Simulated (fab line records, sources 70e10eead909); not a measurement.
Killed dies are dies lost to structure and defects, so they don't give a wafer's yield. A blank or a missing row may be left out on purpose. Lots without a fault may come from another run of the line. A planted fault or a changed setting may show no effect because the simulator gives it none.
fab line records | flow nand_harc
record lots=12 wafers=36 last_day=34
route steps=1302 shown A_STAIRCASE@796 END@1302
lots that met no fault: from a run of the same line without faults
start_h: hours from the record's first day to the start of the lot's first wafer shown | wait_h: hours since the lot's step before | " the same as in the row above | L1.1+2: a row that stands for several wafers | - no value, or no start given | * or withheld: withheld | < > ~ a bound
route shown NAME@n: a module of which the file shows steps, and the number in the route of the first | usual: mean/standard deviation of fault-free wafers | same: alike in all rows | chamber/n: place in a boat | sites: the reading at each site | _std_site: their standard deviation | _edge_site: outer sites' mean less inner sites' | radius_mm: how far each site lies from the wafer's centre | mask NAME#n: copy n | behind: the tool/chamber that last shaped the wafer | hold: why the lot was held/for how many hours/how that ended | device: the transistor (n, p or np) that didn't switch | end of line: the same wafers' tests at the end of the route | a step without rows: its recipe alone | killed: dies lost to structure and defects at the first sort, not the wafer's yield | map: a wafer's dies, x killed, . not, _ none there
set.NAME: the setting as run; set.NAME@STEP: as run at that earlier step | model.NAME: the simulator's own value behind a step, which no gauge read
steps of the route over a sample of lots; a table a step, a row a wafer
services: from which hour (start_h, from the record's first day; less than 0 if before it) a tool's chamber was out of use, for how many hours, and why
## steps
# step NHARC_A_STAIRCASE_DEP_280
# recipe target_thk_a=300 target_thk_nm=30 temp_c=400 pressure_torr=3.5 flow_sccm=200 rf_w=350 material=SiON
# usual heater_power_outer_w=474/48 heater_power_w=790/60 rf_fwd_power_W=348.3/1.1
# columns lot.wafer tool chamber start_h wait_h heater_power_outer_w heater_power_w rf_fwd_power_W
L453.2 pecvd-03 2 390.99 1.2 562 930 346.8
L453.1 " 0 " " 420 729 347.7
L453.4 " 0 " " 438 727 348.4
L455.1 pecvd-03 1 402.02 1.6 542 822 348.7
L455.2 " 2 " " 521 849 346.3
L455.3 " 0 " " 482 784 347.0
L456.1 pecvd-03 1 415.00 1.7 496 814 348.0
L456.4 " 1 " " 506 787 347.5
L456.5 " 2 " " 477 796 348.2
L457.4 pecvd-03 0 427.59 1.0 478 810 346.9
L457.5 " 1 " " 567 873 349.2
L457.6 " 2 " " 456 782 350.1
L460.2 pecvd-03 2 448.40 1.3 545 866 348.4
L460.5 " 2 " " 526 889 348.1
L460.6 " 0 " " 412 711 347.9
L459.2 pecvd-01 1 449.12 1.3 429 709 348.5
L459.3 " 2 " " 493 851 346.7
L459.6 " 1 " " 430 716 347.8
L461.2 pecvd-04 0 478.84 1.3 445 738 348.7
L461.5 " 1 " " 457 776 350.1
L461.4 " 0 " " 462 742 348.0
L468.2 pecvd-03 1 532.91 1.3 568 904 347.7
L468.3 " 2 " " 545 890 349.0
L468.6 " 0 " " 417 722 348.6
L469.1 pecvd-04 0 554.49 1.6 407 681 348.7
L469.3 " 1 " " 501 808 347.7
L469.4 " 1 " " 495 837 347.9
L470.1 pecvd-03 2 562.04 1.5 445 715 346.9
L470.5 " 0 " " 521 841 347.6
L470.6 " 1 " " 525 850 348.6
L474.3 pecvd-04 2 599.74 1.0 438 784 348.5
L474.4 " 2 " " 438 787 349.5
L474.5 " 0 " " 459 746 348.6
L475.1 pecvd-04 0 605.58 1.6 422 675 349.4
L475.4 " 1 " " 431 734 348.7
L475.5 " 2 " " 440 797 349.1
# step NHARC_A_STAIRCASE_DEP_301
# recipe target_thk_a=300 target_thk_nm=30 temp_c=400 pressure_torr=3.5 flow_sccm=200 rf_w=350 material=SiON
# usual heater_power_outer_w=469/51 heater_power_w=795/70 rf_fwd_power_W=348.1/1.2
# columns lot.wafer tool chamber start_h wait_h heater_power_outer_w heater_power_w rf_fwd_power_W
L453.1 pecvd-01 2 397.96 1.6 535 903 347.8
L453.2 " 0 " " 434 772 345.6
L453.4 " 0 " " 426 773 347.5
L455.2 pecvd-04 0 407.30 1.3 390 691 349.4
L455.1 " 1 " " 539 907 347.9
L455.3 " 2 " " 466 796 346.2
L456.1 pecvd-01 2 420.09 1.6 535 895 346.7
L456.5 " 2 " " 521 926 346.4
L456.4 " 0 " " 437 766 350.0
L457.4 pecvd-01 0 436.93 0.7 463 802 349.2
L457.5 " 1 " " 508 822 347.5
L457.6 " 2 " " 538 934 346.2
L460.2 pecvd-01 2 455.18 1.4 534 916 345.8
L460.5 " 2 " " 533 923 346.7
L460.6 " 1 " " 519 836 349.3
L459.2 pecvd-01 2 457.11 1.3 523 895 346.2
L459.3 " 0 " " 450 780 347.1
L459.6 " 1 " " 474 813 347.0
L461.2 pecvd-01 1 485.28 1.3 496 798 349.5
L461.5 " 2 " " 467 837 346.2
L461.4 " 0 " " 381 704 347.4
L468.2 pecvd-01 0 537.94 1.3 440 788 306.1
L468.3 " 1 " " 445 725 305.9
L468.6 " 1 " " 448 710 305.2
L469.3 pecvd-01 1 564.51 1.0 479 791 307.0
L469.1 " 2 " " 492 854 305.8
L469.4 " 2 " " 494 878 306.1
L470.1 pecvd-04 0 568.26 1.6 411 671 349.2
L470.5 " 0 " " 411 687 348.8
L470.6 " 1 " " 454 778 348.2
L474.4 pecvd-03 2 604.78 0.7 514 852 347.5
L474.3 " 1 " " 490 798 350.2
L474.5 " 2 " " 537 837 348.6
L475.1 pecvd-03 2 613.08 1.6 544 861 350.3
L475.4 " 2 " " 557 866 349.4
L475.5 " 0 " " 529 837 347.5
# step NHARC_A_STAIRCASE_ETCH_453
# recipe target_depth_a=300 overetch_a=30 time_s=16.5 ion_energy_ev=100 cf4_flow_sccm=80 o2_flow_sccm=20 ar_flow_sccm=0 rf_w=300 bias_w=100 chemistry=CF4/O2
# usual drypump_motor_current_A=6.1/0.34 oes_product_au=1.000/0.0077 rf_vpp_V=198.2/1.6 showerhead_plenum_p_Torr=1.35/0.065 throttle_valve_pct=13.398/0.0095
# columns lot.wafer tool chamber start_h wait_h drypump_motor_current_A oes_product_au rf_hours_counter_h rf_vpp_V showerhead_plenum_p_Torr throttle_valve_pct
L453.4 rie_diel-04 1 - - 6.3 0.999 12 196.3 1.29 13.403
L453.1 " 2 " " 6.3 0.996 13 197.8 1.37 13.412
L453.2 " 0 " " 6.2 0.993 10 196.5 1.27 13.413
L455.3 rie_diel-06 3 - - 6.5 0.995 30 199.7 1.41 13.380
L455.1 " 0 " " 6.0 0.993 33 197.2 1.32 13.404
L455.2 " 2 " " 6.4 1.001 26 199.7 1.36 13.399
L456.4 rie_diel-01 0 - - 5.7 0.997 8 195.9 1.28 13.388
L456.1 " 3 " " 5.9 1.000 10 200.2 1.43 13.394
L456.5 " 0 " " 5.7 0.998 - 196.2 1.28 13.414
L457.4 rie_diel-04 1 - - 6.3 0.985 29 196.7 1.29 13.402
L457.6 " 0 " " 6.2 0.978 - 197.7 1.27 13.406
L457.5 " 1 " " 6.2 0.985 - 196.3 1.29 13.378
L460.2 rie_diel-04 1 - - 6.3 0.994 32 197.0 1.29 13.393
L460.5 " 0 " " 6.2 0.994 - 196.9 1.27 13.405
L460.6 " 1 " " 6.3 0.990 - 197.9 1.29 13.409
L459.2 rie_diel-06 3 - - 6.5 1.009 46 197.8 1.41 13.382
L459.3 " 1 " " 6.4 0.993 46 198.7 1.43 13.390
L459.6 " 3 " " 6.5 1.003 - 201.0 1.41 13.388
L461.2 rie_diel-01 3 - - 5.9 0.993 33 199.1 1.42 13.391
L461.4 " 1 " " 5.4 0.999 37 195.4 1.30 13.396
L461.5 " 3 " " 5.9 0.992 - 201.7 1.43 13.404
L468.2 rie_diel-06 1 - - 6.4 1.009 16 199.3 1.43 13.381
L468.3 " 2 " " 6.4 1.008 15 198.5 1.35 13.396
L468.6 " 2 " " 6.4 1.018 - 197.0 1.35 13.401
L469.1 rie_diel-06 3 - - 6.5 0.990 17 199.1 1.40 13.398
L469.3 " 0 " " 6.0 0.990 28 196.2 1.31 13.384
L469.4 " 1 " " 6.4 0.991 26 201.1 1.43 13.389
L470.1 rie_diel-04 0 - - 6.2 1.002 8 197.5 1.26 13.380
L470.6 " 1 " " 6.3 1.003 - 197.9 1.28 13.407
L470.5 " 2 " " 6.3 1.006 - 198.7 1.36 13.405
L474.4 rie_diel-04 2 - - 6.3 1.018 18 198.1 1.36 13.403
L474.3 " 1 " " 6.3 1.004 18 196.8 1.28 13.390
L474.5 " 3 " " 5.4 1.000 - 198.6 1.43 13.408
L475.1 rie_diel-06 0 - - 6.0 0.994 42 197.4 1.31 13.415
L475.4 " 2 " " 6.5 1.011 39 197.6 1.35 13.403
L475.5 " 1 " " 6.4 1.001 - 199.6 1.42 13.392
# step NHARC_A_STAIRCASE_ETCH_315
# recipe target_depth_a=25000 time_s=607.1 ion_energy_ev=800 c4f8_flow_sccm=80 o2_flow_sccm=60 ar_flow_sccm=withheld rf_w=600 bias_w=3000 chemistry=C4F8/O2/Ar
# usual oes_product_au=0.932/0.0087 rf_vpp_V=1831/12
# columns lot.wafer tool chamber start_h wait_h oes_product_au rf_hours_counter_h rf_vpp_V
L453.2 rie_diel-04 3 - - 0.931 12 1847
L453.4 " 1 " " 0.925 12 1821
L453.1 " 2 " " 0.925 13 1833
L455.3 rie_diel-06 3 - - 0.934 34 1842
L455.1 " 0 " " 0.941 37 1825
L455.2 " 1 " " 0.936 33 1845
L456.4 rie_diel-01 3 - - 0.946 10 1844
L456.1 " 2 " " 0.936 12 1846
L456.5 " 0 " " 0.938 - 1818
L457.4 rie_diel-04 1 - - 0.923 29 1819
L457.5 " 1 " " 0.924 - 1819
L457.6 " 2 " " 0.927 - 1832
L460.2 rie_diel-04 1 - - 0.942 33 1818
L460.5 " 1 " " 0.937 - 1819
L460.6 " 2 " " 0.955 - 1833
L459.3 rie_diel-06 3 - - 0.933 46 1841
L459.2 " 0 " " 0.922 49 1824
L459.6 " 3 " " 0.929 - 1840
L461.2 rie_diel-01 1 - - 0.935 37 1820
L461.4 " 2 " " 0.930 37 1847
L461.5 " 0 " " 0.943 - 1816
L468.2 rie_diel-06 0 - - 0.916 18 1823
L468.3 " 2 " " 0.923 15 1831
L468.6 " 1 " " 0.922 - 1844
L469.4 rie_diel-06 0 - - 0.950 28 1823
L469.1 " 1 " " 0.925 26 1845
L469.3 " 3 " " 0.935 17 1840
L470.1 rie_diel-04 1 - - 0.931 7 1816
L470.6 " 1 " " 0.929 - 1818
L470.5 " 2 " " 0.925 - 1832
L474.4 rie_diel-04 0 - - 0.939 21 1813
L474.3 " 1 " " 0.930 19 1817
L474.5 " 2 " " 0.927 - 1829
L475.4 rie_diel-06 1 - - 0.924 41 1844
L475.1 " 0 " " 0.924 42 1822
L475.5 " 1 " " 0.928 - 1844
# step NHARC_END_SORT_01
# recipe temp_c=25
# usual killed_at_array=52/17 killed_at_other=0.8/1.1 killed_at_periphery=3.2/2.2 killed_dies=57/17 killed_open=3.4/1.8 killed_short=2.4/1.6
# same gross_dies=677
# columns lot.wafer tool chamber start_h wait_h killed_at_array killed_at_other killed_at_periphery killed_dies killed_open killed_short
L457.4 prober-01 0 621.86 3.4 49 0 4 53 2 2
L457.5 prober-01 0 622.66 3.7 34 0 0 34 3 1
L457.6 prober-01 0 623.46 4.0 46 0 3 49 5 1
# killed by level:class
L457.4 A_SLIT:chamber_film_flake=33 A_CHANNEL_HOLE_D2:chamber_film_flake=8 A_WL_FILL:geometric_particle:short=2 P_M2:chamber_film_flake=2 A_CHANNEL_HOLE_D1:chamber_film_flake=2 P_M1:geometric_particle:open=1 A_SGD_CUT:geometric_particle:open=1 P_GATE:chamber_film_flake=1
L457.5 A_SLIT:chamber_film_flake=20 A_CHANNEL_HOLE_D2:chamber_film_flake=9 A_CHANNEL_FILL_D2:geometric_particle:short=1 A_SGD_CUT:geometric_particle:open=1 A_WL_FILL:geometric_particle:open=1 A_M0:geometric_particle:open=1 A_CHANNEL_HOLE_D1:chamber_film_flake=1
L457.6 A_SLIT:chamber_film_flake=26 A_CHANNEL_HOLE_D2:chamber_film_flake=9 A_ONON_D1:geometric_particle:open=3 P_M2:chamber_film_flake=2 A_CHANNEL_HOLE_D1:chamber_film_flake=2 A_CHANNEL_HOLE_D2:geometric_particle:open=1 A_WL_FILL:geometric_particle:short=1 A_BLC:geometric_particle:open=1
## services
# columns tool chamber start_h hours kind
rie_diel-01 - 380.83 9.0 pm
rie_diel-04 0 388.84 - clean
rie_diel-04 1 388.84 - clean
rie_diel-04 2 388.84 - clean
rie_diel-04 3 388.84 - clean
rie_diel-06 0 390.50 - clean
rie_diel-06 1 390.50 - clean
rie_diel-06 2 390.50 - clean
rie_diel-01 0 411.25 2.8 repair
rie_diel-01 3 435.56 7.4 repair
pecvd-04 - 450.11 13.0 pm
rie_diel-04 - 475.32 1.2 repair
rie_diel-06 - 484.64 9.0 pm
pecvd-01 - 492.00 13.0 pm
rie_diel-01 1 507.78 6.3 repair
rie_diel-01 - 523.00 1.1 repair
rie_diel-04 2 529.53 12.9 repair
rie_diel-04 - 532.24 9.0 pm
rie_diel-06 3 532.99 20.9 repair
pecvd-03 - 547.19 13.0 pm
rie_diel-01 - 560.45 9.0 pm
pecvd-03 2 585.82 4.0 repair
rie_diel-06 - 597.62 0.4 repair
pecvd-03 0 603.76 3.6 repair
## key
first_sign step=NHARC_A_STAIRCASE_DEP_301 reading=rf_fwd_power_W direction=down sigmas=34 usual=* struck=*
effect none on later readings
met_at NHARC_A_STAIRCASE_DEP_301
struck_lots L468,L469
tester_left_out L468,L469
not_acting_at NHARC_A_STAIRCASE_DEP_280,NHARC_A_STAIRCASE_ETCH_453,NHARC_A_STAIRCASE_ETCH_315
onset_between 485.28 537.94
fault kind=process_parameter_drift tool=pecvd-01 chamber=- onset_h=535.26 steps=NHARC_A_STAIRCASE_DEP_301 channel=rf_w offset=* shape=step end_h=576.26 acts_in=* stated=*
# tester_left_out: of these lots the tester's yield and bins aren't shown, on N5 and GAA mostly nor the transistor test; their killed dies are dies lost to structure and defects alone, not to doping, threshold or leakage, so they don't give the yield
